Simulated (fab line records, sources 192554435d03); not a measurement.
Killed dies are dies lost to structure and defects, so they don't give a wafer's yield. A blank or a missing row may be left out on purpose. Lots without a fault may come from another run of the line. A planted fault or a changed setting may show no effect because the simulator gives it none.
Chamber matching | flow n5_finfet | N5_FIN_CUT_ETCH_30 on rie_diel-03: 4 sister chambers
The step etches underlayer in N2/H2, target depth 13 nm, time 10.4 s. 4 wafers are shown with their chamber, then 8 later ones without.

WAFERS WITH THEIR CHAMBER
wafer  | chamber | throttle_valve_pct (%)
L084.2 | 1       | 18.22
L087.1 | 3       | 17.84
L087.2 | 2       | 17.70
L088.1 | 0       | 17.56

WAFERS WITHOUT THEIR CHAMBER
wafer  | throttle_valve_pct (%)
L088.4 | 17.68
L088.6 | 18.25
L089.1 | 17.71
L089.2 | 17.55
L089.3 | 18.26
L094.2 | 17.55
L094.3 | 17.52
L094.6 | 17.49

WHICH CHAMBER EACH WENT THROUGH
wafer  | from the rows above | in truth
L088.4 | 2                   | 2
L088.6 | 1                   | 1
L089.1 | 2                   | 2
L089.2 | 0                   | 0
L089.3 | 1                   | 1
L094.2 | 0                   | 0
L094.3 | 0                   | 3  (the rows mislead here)
L094.6 | 0                   | 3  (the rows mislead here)
Placed correctly: 6 of 8. Can't be placed from these rows: 0. Placed wrongly: 2.
How it was worked out, from the rows above alone: a wafer's distance from a chamber is the root of the sum, over the readings, of the square of ((its reading less the chamber's mean) divided by the reading's scatter). The wafer belongs to the nearest chamber; if the next one is less than 2 further off, it can't be placed. A chamber's mean is the mean of its shown wafers. The scatter: with one shown wafer a chamber, the root of the mean of the squares of how far each hidden wafer lies from its nearest shown one.
